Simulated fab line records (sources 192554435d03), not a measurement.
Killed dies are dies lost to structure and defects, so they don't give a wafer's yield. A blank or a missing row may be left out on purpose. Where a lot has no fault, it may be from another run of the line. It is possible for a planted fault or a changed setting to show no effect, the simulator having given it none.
What tool caused it?    flow n5Finfet    10 lots, 30 wafers sampled, at 5 steps of a route of 1938

== WHAT THE GAUGES SHOWED, per wafer ==
N5_MOL_CONTACT_COAG_OVL_MEAS_41.
lot   measured      on          VD_OVL (nm)
L275  day 5 16:58   overlay-01  0.7 0.6 0.9
L276  day 6 02:52   overlay-01  -0.4 -0.9 0.7
L277  day 6 13:55   overlay-02  0.7 -0.5 0.2
L278  day 6 14:52   overlay-02  -0.5 -1.2 0.1
L280  day 6 21:26   overlay-02  1.1 0.9 -0.2
L284  day 7 20:52   overlay-01  -1.4 -0.4 -1.0
L285  day 8 03:45   overlay-02  -0.9 0.2 0.5
L291  day 9 14:41   overlay-02  -0.5 0.6 -0.2
L293  day 10 03:06  overlay-02  -0.6 -0.8 -0.5
L296  day 11 00:17  overlay-02  0.7 -0.7 -0.2

N5_BEOL_M4_RC_MEAS_101.
lot   measured      on         DIBL_N (mV/V)   DIBL_P (mV/V)   IOFF_N (nA/um)  IOFF_P (nA/um)  ION_N (uA/um)  ION_P (uA/um)  SS_N (mV/dec)   SS_P (mV/dec)   VT_N (mV)    VT_P (mV)
L275  day 8 13:37   prober-01  36.0 35.2 37.9  37.7 36.5 39.5  0.17 0.16 0.22  0.24 0.22 0.28  685 686 693    469 471 476    71.2 71.3 72.1  73.6 73.5 74.4  248 249 247  -250 -250 -246
L276  day 8 23:29   prober-01  35.5 36.5 34.6  36.7 37.4 35.5  0.17 0.20 0.16  0.22 0.23 0.19  701 691 686    472 463 464    71.6 71.4 71.5  73.9 73.5 73.5  246 246 250  -246 -246 -251
L277  day 9 21:58   prober-02  35.7 34.6 36.0  37.8 35.9 37.8  0.17 0.14 0.18  0.19 0.17 0.20  678 662 680    457 451 459    71.7 71.5 71.9  73.8 73.2 74.4  250 252 247  -254 -256 -251
L278  day 9 17:30   prober-02  37.9 35.0 37.2  39.1 34.9 37.8  0.19 0.13 0.16  0.23 0.17 0.21  686 666 669    461 458 459    72.5 70.4 71.7  74.7 73.3 73.2  247 255 251  -251 -254 -252
L280  day 10 00:14  prober-02  36.7 32.4 36.7  38.2 33.1 37.7  0.19 0.12 0.19  0.24 0.16 0.23  682 671 682    472 461 465    72.0 71.7 71.5  74.0 72.1 73.9  244 254 246  -249 -253 -250
L284  day 10 17:04  prober-02  37.5 37.0 38.2  39.5 37.7 39.3  0.18 0.16 0.19  0.23 0.20 0.22  680 662 677    463 456 458    71.6 71.4 71.7  74.5 73.6 74.7  249 250 247  -249 -251 -249
L285  day 11 07:11  prober-01  35.3 35.7 36.4  34.5 34.5 34.9  0.14 0.15 0.16  0.18 0.20 0.20  679 679 678    463 461 459    71.1 71.2 71.6  72.3 72.8 73.1  250 248 247  -252 -249 -252
L291  day 12 14:55  prober-02  34.0 37.2 35.8  33.9 36.5 35.5  0.12 0.16 0.14  0.15 0.19 0.18  664 674 676    457 458 464    71.4 71.8 70.8  72.0 72.7 72.2  256 250 252  -253 -252 -255
L293  day 13 14:23  prober-01  36.7 35.4 35.4  38.0 35.9 36.5  0.19 0.17 0.18  0.23 0.19 0.19  681 684 690    460 460 466    71.7 71.5 71.6  73.4 73.1 73.5  245 246 248  -249 -253 -254
L296  day 13 21:46  prober-01  36.0 34.6 38.6  36.2 33.8 39.1  0.16 0.12 0.21  0.23 0.19 0.28  678 665 692    470 464 469    71.7 71.1 72.3  72.8 72.1 74.4  248 252 247  -249 -251 -247

== EACH LOT AND THE TOOL THAT RAN IT (in order: tool; ch and the chambers of the sampled wafers; start) ==
lot   N5_MOL_CONTACT_COAG_ALD_123       N5_MOL_CONTACT_COAG_ETCHBACK_135   N5_MOL_CONTACT_COAG_COAT_64
L275  aldSin-03 ch 1,2, day 5 14:24     rieDiel-01 ch 0,1,2, day 5 16:15   lithoTrack-01 ch 0, day 5 16:40
L276  aldSin-03 ch 0,1,2, day 6 00:00   rieDiel-02 ch 1,2, day 6 02:00     lithoTrack-04 ch 0, day 6 02:25
L277  aldSin-04 ch 0,1,3, day 6 11:19   rieDiel-01 ch 0,1,2, day 6 12:52   lithoTrack-04 ch 0, day 6 13:29
L278  aldSin-04 ch 2,3, day 6 12:23     rieDiel-02 ch 0,1,3, day 6 14:01   lithoTrack-04 ch 0, day 6 14:26
L280  aldSin-04 ch 1,3, day 6 19:01     rieDiel-01 ch 0,1,3, day 6 20:35   lithoTrack-04 ch 0, day 6 21:00
L284  aldSin-04 ch 1,2,3, day 7 18:22   rieDiel-04 ch 0,1,3, day 7 20:00   lithoTrack-01 ch 0, day 7 20:25
L285  aldSin-02 ch 0,1,3, day 8 01:23   rieDiel-01 ch 0,2,3, day 8 02:54   lithoTrack-04 ch 0, day 8 03:19
L291  aldSin-03 ch 0,1,3, day 9 11:59   rieDiel-02 ch 0,1,3, day 9 13:50   lithoTrack-01 ch 0, day 9 14:15
L293  aldSin-04 ch 0,1,2, day 10 00:44  rieDiel-04 ch 0,1,3, day 10 02:16  lithoTrack-01 ch 0, day 10 02:40
L296  aldSin-03 ch 0,1, day 10 21:45    rieDiel-01 ch 2,3, day 10 23:26    lithoTrack-04 ch 0, day 10 23:51
- N5_MOL_CONTACT_COAG_ALD_123: deposits SiNx, target thk 5 nm, pulse time 1 s, purge time 2 s.
- N5_MOL_CONTACT_COAG_ETCHBACK_135: etches SiO2 in CHF3, target depth 25 nm, time 16.7 s.
- N5_MOL_CONTACT_COAG_COAT_64: time 60 s, resist thk 10 nm.

== AS READ BY THE TOOLS THEMSELVES (means over the sampled wafers that have a number; for cases with no such wafer, the mark the record gives instead) ==
N5_MOL_CONTACT_COAG_ALD_123.
lot   tool       heaterPowerOuterW (W)  heaterPowerW (W)  precursorPulseHeightRel
L275  aldSin-03  566                    881               0.998
L276  aldSin-03  531                    838               1.012
L277  aldSin-04  555                    895               1.008
L278  aldSin-04  542                    849               1.007
L280  aldSin-04  525                    841               1.015
L284  aldSin-04  526                    841               1.014
L285  aldSin-02  487                    806               0.998
L291  aldSin-03  498                    834               1.000
L293  aldSin-04  552                    888               1.005
L296  aldSin-03  520                    848               0.995

N5_MOL_CONTACT_COAG_ETCHBACK_135.
lot   tool        biasW (W)  drypumpMotorCurrentA (A)  oesProductAu (a.u.)  rfVppV (V)  showerheadPlenumPTorr (Torr)  throttleValvePct (%)
L275  rieDiel-01  169.7      5.3                       0.85                 523         2.39                          18.64
L276  rieDiel-02  169.9      6.3                       0.75                 530         2.42                          18.88
L277  rieDiel-01  170.2      5.3                       0.85                 522         2.39                          18.66
L278  rieDiel-02  170.1      5.7                       0.74                 519         2.40                          19.02
L280  rieDiel-01  170.2      5.7                       0.85                 516         2.43                          18.53
L284  rieDiel-04  169.9      6.0                       0.73                 529         2.30                          19.03
L285  rieDiel-01  170.4      5.6                       0.83                 520         2.38                          18.56
L291  rieDiel-02  170.0      5.7                       0.72                 519         2.39                          19.06
L293  rieDiel-04  170.1      6.0                       0.72                 527         2.29                          19.07
L296  rieDiel-01  169.9      5.5                       0.78                 528         2.33                          18.55

N5_MOL_CONTACT_COAG_COAT_64.
lot   tool           spinSpeedRpm (rpm)
L275  lithoTrack-01  1499.3
L276  lithoTrack-04  1501.1
L277  lithoTrack-04  1501.8
L278  lithoTrack-04  1498.7
L280  lithoTrack-04  1501.0
L284  lithoTrack-01  1500.6
L285  lithoTrack-04  1499.7
L291  lithoTrack-01  1591.6
L293  lithoTrack-01  1591.7
L296  lithoTrack-04  1500.1

== THE ANSWER, worked out from the rows above alone ==
Rule: what is usual is taken from the lots themselves. Put in order of their means at a reading, lots are off if they are a third of the lots or fewer, leave a main group of 4 or more, and stand apart from it by a gap of 3 or more times the standard deviation of the main group's means; of several such gaps the widest counts. A main group whose means are all the same, to the digits that the tables above print for the reading, isn't used. Also off: a lot with no number at a reading for which 4 or more lots have one. The other lots that the step has rows for count as sound. First the gauges in route order, then the tools' own readings, where a lot's mean is used as printed above. At the first step where some lot is off, the reading lying furthest off is the one used; lots without a number count as furthest.
Off at N5_MOL_CONTACT_COAG_COAT_64 (spinSpeedRpm): L291, L293. Mean 1500.3 rpm and standard deviation 0.96 in the main group.
If a tool, at that step or one of the process steps before it, ran each lot that is off and ran no sound lot following the first of them, it fits. One fits: lithoTrack-01 at N5_MOL_CONTACT_COAG_COAT_64. A fault onset in the window from L284 (day 7 20:25, its last sound lot) to L291 (day 9 14:15, its first lot off) fits.
On the lots that are off, the tool's own readings at N5_MOL_CONTACT_COAG_COAT_64 differ by more than 5 times the standard deviation of the sound lots' means, which bears it out; spinSpeedRpm reads 1591.7 rpm there versus 1500.3 rpm on the sound lots.

== WHAT THE SIMULATOR HAD INSERTED ==
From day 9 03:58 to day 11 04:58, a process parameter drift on lithoTrack-01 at N5_MOL_CONTACT_COAG_COAT_64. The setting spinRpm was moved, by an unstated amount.
Struck lots among those shown: L291, L293. Same finding as the rule above.
